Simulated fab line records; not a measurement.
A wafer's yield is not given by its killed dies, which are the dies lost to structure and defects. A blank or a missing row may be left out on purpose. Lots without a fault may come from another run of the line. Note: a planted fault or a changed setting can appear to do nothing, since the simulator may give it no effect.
Chamber matching :: flow n5 finfet :: N5_BEOL_M0_SAQP_ETCH_49 on rie diel-04 has 4 sister chambers
The step etches SiO2 in CF4/O2, target depth 37 nm. 14 wafers are shown with their chamber, then 7 later ones without.

== WAFERS PAIRED WITH THEIR CHAMBERS ==
wafer: L076.3
chamber: 1
rf vpp V (V): 241
showerhead plenum p Torr (Torr): 2.29
drypump motor current A (A): 6.2

wafer: L076.4
chamber: 2
rf vpp V (V): 256
showerhead plenum p Torr (Torr): 2.27
drypump motor current A (A): 6.1

wafer: L076.5
chamber: 1
rf vpp V (V): 241
showerhead plenum p Torr (Torr): 2.29
drypump motor current A (A): 6.2

wafer: L077.4
chamber: 1
rf vpp V (V): 242
showerhead plenum p Torr (Torr): 2.29
drypump motor current A (A): 6.2

wafer: L077.5
chamber: 0
rf vpp V (V): 239
showerhead plenum p Torr (Torr): 2.12
drypump motor current A (A): 5.4

wafer: L077.6
chamber: 3
rf vpp V (V): 235
showerhead plenum p Torr (Torr): 2.06
drypump motor current A (A): 5.7

wafer: L087.2
chamber: 0
rf vpp V (V): 239
showerhead plenum p Torr (Torr): 2.11
drypump motor current A (A): 5.4

wafer: L087.3
chamber: 1
rf vpp V (V): 240
showerhead plenum p Torr (Torr): 2.29
drypump motor current A (A): 6.1

wafer: L087.4
chamber: 1
rf vpp V (V): 241
showerhead plenum p Torr (Torr): 2.29
drypump motor current A (A): 6.2

wafer: L089.2
chamber: 1
rf vpp V (V): 242
showerhead plenum p Torr (Torr): 2.29
drypump motor current A (A): 6.2

wafer: L089.4
chamber: 0
rf vpp V (V): 239
showerhead plenum p Torr (Torr): 2.11
drypump motor current A (A): 5.4

wafer: L089.5
chamber: 1
rf vpp V (V): 241
showerhead plenum p Torr (Torr): 2.29
drypump motor current A (A): 6.2

wafer: L090.1
chamber: 2
rf vpp V (V): 256
showerhead plenum p Torr (Torr): 2.26
drypump motor current A (A): 6.0

wafer: L090.2
chamber: 3
rf vpp V (V): 236
showerhead plenum p Torr (Torr): 2.05
drypump motor current A (A): 5.6

SIGNATURES (averages over the wafers above)
reading: rf vpp V
chamber 0: 239.00
chamber 1: 241.14
chamber 2: 256.00
chamber 3: 235.50
scatter within a chamber: 0.579

reading: showerhead plenum p Torr
chamber 0: 2.1133
chamber 1: 2.2900
chamber 2: 2.2650
chamber 3: 2.0550
scatter within a chamber: 0.00408

reading: drypump motor current A
chamber 0: 5.400
chamber 1: 6.186
chamber 2: 6.050
chamber 3: 5.650
scatter within a chamber: 0.0431
Rule: distance of a wafer from a chamber = root of the sum over the readings of ((wafer's reading minus chamber's mean) / reading's scatter) squared. If the next closest chamber is less than 2 further off than the closest, the wafer can't be placed; otherwise it belongs to the closest. The scatter is the square root of a quotient: the sum, over the shown wafers, of each reading's squared deviation from its chamber's mean, divided by wafers minus chambers.

== WAFERS WITH NO CHAMBER GIVEN ==
wafer: L090.3
rf vpp V (V): 241
showerhead plenum p Torr (Torr): 2.28
drypump motor current A (A): 6.2

wafer: L092.1
rf vpp V (V): 237
showerhead plenum p Torr (Torr): 2.05
drypump motor current A (A): 5.6

wafer: L092.3
rf vpp V (V): 255
showerhead plenum p Torr (Torr): 2.26
drypump motor current A (A): 6.0

wafer: L092.4
rf vpp V (V): 238
showerhead plenum p Torr (Torr): 2.11
drypump motor current A (A): 5.4

wafer: L095.1
rf vpp V (V): 242
showerhead plenum p Torr (Torr): 2.28
drypump motor current A (A): 6.2

wafer: L095.4
rf vpp V (V): 239
showerhead plenum p Torr (Torr): 2.10
drypump motor current A (A): 5.4

wafer: L095.6
rf vpp V (V): 235
showerhead plenum p Torr (Torr): 2.05
drypump motor current A (A): 5.6

== WHICH CHAMBER EACH WENT THROUGH ==
wafer: L090.3
from the rows above: 1
in truth: 1

wafer: L092.1
from the rows above: 3
in truth: 3

wafer: L092.3
from the rows above: 2
in truth: 2

wafer: L092.4
from the rows above: 0
in truth: 0

wafer: L095.1
from the rows above: 1
in truth: 1

wafer: L095.4
from the rows above: 0
in truth: 0

wafer: L095.6
from the rows above: 3
in truth: 3
7 of 7 placed correctly. Left unplaced by these rows: 0. Placed wrongly: 0.
